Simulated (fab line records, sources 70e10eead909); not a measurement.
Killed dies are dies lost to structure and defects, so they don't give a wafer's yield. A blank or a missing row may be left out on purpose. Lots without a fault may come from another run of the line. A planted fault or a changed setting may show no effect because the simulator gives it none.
Which tool did it? | flow nand_harc | 24 lots, 72 wafers sampled, at 3 steps of a route of 1302

WHAT THE GAUGES READ, wafer by wafer
NHARC_P_M1_THK_MEAS_24: measures by xrf. Usual: thk_nm 157.8 nm, standard deviation 1.8.
lot  | measured     | on            | thk_nm (nm)       | flag
L074 | day 6 13:29  | film_metro-01 | 158.8 157.7 158.7 |
L075 | day 6 13:55  | film_metro-02 | 155.3 158.9 157.5 |
L076 | day 7 03:00  | film_metro-01 | 158.2 157.9 156.8 |
L077 | day 7 18:26  | film_metro-02 | 157.9 156.6 157.2 |
L078 | day 8 00:33  | film_metro-02 | 155.3 158.6 156.9 |
L079 | day 8 07:28  | film_metro-02 | 156.9 158.2 154.2 |
L080 | day 9 00:05  | film_metro-02 | 160.8 158.2 161.1 |
L081 | day 9 16:37  | film_metro-02 | 156.9 155.8 157.0 |
L082 | day 9 20:34  | film_metro-02 | 160.3 156.4 157.5 |
L083 | day 10 06:17 | film_metro-01 | 160.4 158.8 160.8 |
L084 | day 11 00:18 | film_metro-01 | 157.5 154.1 157.1 |
L085 | day 11 02:11 | film_metro-02 | 160.5 159.5 158.5 |
L087 | day 11 13:50 | film_metro-02 | 159.0 161.5 158.7 |
L086 | day 11 14:38 | film_metro-01 | 158.7 156.6 156.2 |
L089 | day 12 06:31 | film_metro-02 | 157.0 156.4 156.1 |
L088 | day 12 07:40 | film_metro-01 | 158.5 160.0 160.1 |
L090 | day 13 04:22 | film_metro-02 | 156.5 159.9 159.7 |
L091 | day 13 05:46 | film_metro-01 | 158.4 159.4 157.8 |
L092 | day 13 22:11 | film_metro-01 | 156.4 158.5 156.5 |
L093 | day 14 03:19 | film_metro-02 | 159.7 155.5 158.2 |
L094 | day 14 15:19 | film_metro-02 | 157.3 158.3 157.0 |
L095 | day 15 08:00 | film_metro-01 | 157.2 156.2 158.8 |
L097 | day 15 18:22 | film_metro-02 | 159.5 154.6 158.2 |
L096 | day 15 18:43 | film_metro-01 | 158.6 154.4 158.3 |

WHICH TOOL RAN EACH LOT (tool, then ch and the chambers of the sampled wafers, then the start)
lot  | NHARC_P_M0_CMP_23             | NHARC_P_M1_PRE_CLEAN_30
L074 | cmp-04 ch 1,2, day 6 09:09    | pvd_sputter-03, day 6 13:29 or earlier
L075 | cmp-01 ch 1,2,3, day 6 09:38  | pvd_sputter-01, day 6 13:55 or earlier
L076 | cmp-04 ch 0,2,3, day 6 22:28  | pvd_sputter-03, day 7 03:00 or earlier
L077 | cmp-04 ch 1,2, day 7 13:25    | pvd_sputter-01, day 7 18:26 or earlier
L078 | cmp-01 ch 0,2, day 7 20:04    | pvd_sputter-01, day 8 00:33 or earlier
L079 | cmp-01 ch 1,2, day 8 02:59    | pvd_sputter-01, day 8 07:28 or earlier
L080 | cmp-04 ch 1,2,3, day 8 19:48  | pvd_sputter-03, day 9 00:05 or earlier
L081 | cmp-01 ch 0,2, day 9 12:10    | pvd_sputter-03, day 9 16:37 or earlier
L082 | cmp-03 ch 0,1,3, day 9 16:16  | pvd_sputter-01, day 9 20:34 or earlier
L083 | cmp-03 ch 0,1,3, day 10 01:51 | pvd_sputter-02, day 10 06:17 or earlier
L084 | cmp-01 ch 0,1,2, day 10 19:44 | pvd_sputter-01, day 11 00:18 or earlier
L085 | cmp-03 ch 0,3, day 10 21:45   | pvd_sputter-01, day 11 02:11 or earlier
L087 | cmp-04 ch 0,1, day 11 09:11   | pvd_sputter-01, day 11 13:50 or earlier
L086 | cmp-04 ch 1,2,3, day 11 09:45 | pvd_sputter-03, day 11 14:38 or earlier
L089 | cmp-03 ch 1,2,3, day 12 02:02 | pvd_sputter-01, day 12 06:31 or earlier
L088 | cmp-03 ch 1,2,3, day 12 02:50 | pvd_sputter-03, day 12 07:40 or earlier
L090 | cmp-01 ch 1,2, day 12 23:55   | pvd_sputter-01, day 13 04:22 or earlier
L091 | cmp-04 ch 2,3, day 13 01:18   | pvd_sputter-02, day 13 05:46 or earlier
L092 | cmp-01 ch 0,1,2, day 13 17:43 | pvd_sputter-03, day 13 22:11 or earlier
L093 | cmp-03 ch 1,3, day 13 22:22   | pvd_sputter-02, day 14 03:19 or earlier
L094 | cmp-04 ch 1,2,3, day 14 10:44 | pvd_sputter-01, day 14 15:19 or earlier
L095 | cmp-03 ch 0,2,3, day 15 03:34 | pvd_sputter-03, day 15 08:00 or earlier
L097 | cmp-03 ch 0,1,2, day 15 14:02 | pvd_sputter-01, day 15 18:22 or earlier
L096 | cmp-04 ch 2,3, day 15 14:16   | pvd_sputter-02, day 15 18:43 or earlier
- NHARC_P_M0_CMP_23: polishes, t overpolish 20 s, target thk 117.54 nm.
- NHARC_P_M1_PRE_CLEAN_30: time 30 s.

WHAT THE TOOLS THEMSELVES READ (means of the sampled wafers that have a number; where no wafer has one, the mark that the record gives instead)
NHARC_P_M0_CMP_23. Usual: motor_current_A 11.9 A, standard deviation 1.1; time_to_endpoint_s 28 s, standard deviation 3.2.
lot  | tool   | motor_current_A (A) | time_to_endpoint_s (s) | flag
L074 | cmp-04 | 10.9                | 27                     |
L075 | cmp-01 | 11.0                | 30                     |
L076 | cmp-04 | 12.5                | 29                     |
L077 | cmp-04 | 11.4                | 25                     |
L078 | cmp-01 | 11.1                | 27                     |
L079 | cmp-01 | 10.7                | 28                     |
L080 | cmp-04 | 11.7                | 27                     |
L081 | cmp-01 | 12.0                | 25                     |
L082 | cmp-03 | 12.1                | 27                     |
L083 | cmp-03 | 11.6                | 26                     |
L084 | cmp-01 | 11.2                | 28                     |
L085 | cmp-03 | 11.8                | 30                     |
L087 | cmp-04 | 12.8                | 34                     |
L086 | cmp-04 | 11.7                | 27                     |
L089 | cmp-03 | 11.9                | 23                     |
L088 | cmp-03 | 12.4                | 25                     |
L090 | cmp-01 | 10.9                | 31                     |
L091 | cmp-04 | 11.9                | 26                     |
L092 | cmp-01 | 11.4                | 29                     |
L093 | cmp-03 | 11.9                | 26                     |
L094 | cmp-04 | 11.4                | 23                     |
L095 | cmp-03 | 12.0                | 30                     |
L097 | cmp-03 | 12.0                | 29                     |
L096 | cmp-04 | 12.7                | 27                     |

NHARC_P_M1_PRE_CLEAN_30. Usual: heater_power_w 415 W, standard deviation 34.
lot  | tool           | heater_power_w (W) | flag
L074 | pvd_sputter-03 | 375                |
L075 | pvd_sputter-01 | 424                |
L076 | pvd_sputter-03 | 396                |
L077 | pvd_sputter-01 | 411                |
L078 | pvd_sputter-01 | 403                |
L079 | pvd_sputter-01 | 423                |
L080 | pvd_sputter-03 | 395                |
L081 | pvd_sputter-03 | 391                |
L082 | pvd_sputter-01 | 432                |
L083 | pvd_sputter-02 | 424                |
L084 | pvd_sputter-01 | 429                |
L085 | pvd_sputter-01 | 420                |
L087 | pvd_sputter-01 | 429                |
L086 | pvd_sputter-03 | 376                |
L089 | pvd_sputter-01 | 420                |
L088 | pvd_sputter-03 | 386                |
L090 | pvd_sputter-01 | 423                |
L091 | pvd_sputter-02 | 442                |
L092 | pvd_sputter-03 | 380                |
L093 | pvd_sputter-02 | 441                |
L094 | pvd_sputter-01 | 399                |
L095 | pvd_sputter-03 | 380                |
L097 | pvd_sputter-01 | 448                |
L096 | pvd_sputter-02 | 470                |

THE ANSWER, worked out from the rows above alone
Rule: a lot is off if the mean of its wafers that have a number lies more than 3 standard deviations from the usual mean. A lot without any number at a reading at which 4 lots or more have one is off too. The other lots that the step has rows for count as sound. The gauges are gone through in route order, then the tools' own readings, and for those a lot's mean is taken as printed above. The first step at which some lot is off is used, and at that step the reading that is off furthest; a lot without a number counts as furthest.
No lot is off at any reading shown: from this, nothing can be told.

WHAT THE SIMULATOR HAD PUT IN
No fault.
